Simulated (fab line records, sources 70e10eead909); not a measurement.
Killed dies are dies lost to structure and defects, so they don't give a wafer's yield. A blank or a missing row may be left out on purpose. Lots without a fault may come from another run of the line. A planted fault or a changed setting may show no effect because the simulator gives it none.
Which tool did it? | flow nand_harc | 7 lots, 21 wafers sampled, at 5 steps of a route of 1302

WHAT THE GAUGES READ, wafer by wafer
NHARC_END_SORT_01.
lot  | measured     | on        | killed_at_array
L160 | day 26 09:25 | prober-02 | 34 22 23

WHICH TOOL RAN EACH LOT (tool, then ch and the chambers of the sampled wafers, then the start)
lot  | NHARC_P_GATE_SPUTTER_78      | NHARC_A_BONDPAD_DEGAS_25     | NHARC_THIN_TSV_DEP_47           | NHARC_THIN_TSV_ETCH_59
L156 | pvd_sputter-02, day 6 10:17  | pvd_sputter-03, day 23 15:29 | pecvd-01 ch 0,2, day 24 07:05   | rie_metal-03 ch 0,1, day 24 11:16
L158 | pvd_sputter-03, day 7 06:13  | pvd_sputter-02, day 24 09:47 | pecvd-01 ch 0,1,2, day 25 04:47 | rie_metal-01 ch 0,1, day 25 09:07
L160 | pvd_sputter-02, day 8 00:19  | -                            | -                               | -
L162 | pvd_sputter-01, day 8 17:25  | pvd_sputter-01, day 26 11:36 | pecvd-03 ch 0,1, day 27 04:48   | rie_metal-01 ch 0,1, day 27 09:08
L174 | pvd_sputter-03, day 13 23:29 | pvd_sputter-03, day 31 08:01 | pecvd-01 ch 1,2, day 32 05:44   | rie_metal-02 ch 0,1, day 32 10:14
L176 | pvd_sputter-01, day 14 15:12 | pvd_sputter-01, day 31 21:07 | pecvd-03 ch 1,2, day 32 14:48   | rie_metal-03 ch 0, day 32 19:15
L178 | pvd_sputter-01, day 15 12:48 | pvd_sputter-01, day 34 00:02 | pecvd-03 ch 0,1, day 34 15:56   | rie_metal-03 ch 0, day 34 20:17
- NHARC_P_GATE_SPUTTER_78: material Ni, target thk 10 nm.
- NHARC_A_BONDPAD_DEGAS_25: time 60 s.
- NHARC_THIN_TSV_DEP_47: deposits SiO2, target thk 200 nm.
- NHARC_THIN_TSV_ETCH_59: etches the open film in Cl2/BCl3, target depth 880 nm, time 138.1 s.

THE ANSWER, worked out from the rows above alone
Rule: what is usual is taken from the lots themselves. Put in order of their means at a reading, lots are off if they are a third of the lots or fewer, leave a main group of 4 or more, and stand apart from it by a gap of 3 or more times the standard deviation of the main group's means; of several such gaps the widest counts. A main group whose means are all the same, to the digits that the tables above print for the reading, isn't used. A lot without any number at a reading at which 4 lots or more have one is off too. The other lots that the step has rows for count as sound.
No lot is off at any reading shown: from this, nothing can be told.

WHAT THE SIMULATOR HAD PUT IN
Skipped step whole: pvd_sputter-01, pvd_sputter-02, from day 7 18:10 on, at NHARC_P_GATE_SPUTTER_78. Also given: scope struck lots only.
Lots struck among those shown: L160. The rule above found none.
